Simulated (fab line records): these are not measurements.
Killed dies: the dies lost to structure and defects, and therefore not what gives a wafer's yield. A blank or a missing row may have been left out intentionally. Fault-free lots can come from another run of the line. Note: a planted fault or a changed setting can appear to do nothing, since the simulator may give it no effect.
Matching of chambers / flow nand harc / NHARC_P_M0_PRE_CLEAN_31 on pecvd-03 has 3 sister chambers
The step time 12 s. 6 wafers are shown with their chamber, then 7 later ones without.

## WAFERS, EACH WITH ITS CHAMBER
wafer=L084.2; chamber=0; heater power w (W)=674
wafer=L084.3; chamber=1; heater power w (W)=624
wafer=L086.2; chamber=1; heater power w (W)=656
wafer=L086.6; chamber=0; heater power w (W)=670
wafer=L089.2; chamber=2; heater power w (W)=690
wafer=L089.4; chamber=2; heater power w (W)=696

## WAFERS MISSING THEIR CHAMBER
wafer=L089.5; heater power w (W)=659
wafer=L091.2; heater power w (W)=680
wafer=L091.3; heater power w (W)=722
wafer=L091.6; heater power w (W)=710
wafer=L096.4; heater power w (W)=718
wafer=L096.5; heater power w (W)=702
wafer=L096.6; heater power w (W)=672

## THE CHAMBER EACH PASSED THROUGH
wafer=L089.5; from the rows above=can't be placed: 0 or 1 or 2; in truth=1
wafer=L091.2; from the rows above=can't be placed: 0 or 2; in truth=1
wafer=L091.3; from the rows above=can't be placed: 2 or 0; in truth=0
wafer=L091.6; from the rows above=can't be placed: 2 or 0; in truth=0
wafer=L096.4; from the rows above=can't be placed: 2 or 0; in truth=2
wafer=L096.5; from the rows above=can't be placed: 2 or 0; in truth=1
wafer=L096.6; from the rows above=can't be placed: 0 or 2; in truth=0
Placed correctly: 0 of 7. These rows do not allow placing 7 (true chamber among the candidates in 5). Number placed wrongly: 0.
How it was worked out, from the rows above alone: a wafer's distance from a chamber is the root of the sum, over the readings, of the square of ((its reading less the chamber's mean) divided by the reading's scatter). If the next closest chamber is less than 2 further off than the closest, the wafer can't be placed; otherwise it belongs to the closest. A chamber's mean is the mean of its shown wafers. The scatter: the root of (the sum of the squares of (reading less its chamber's mean) over the shown wafers, divided by (wafers less chambers)).
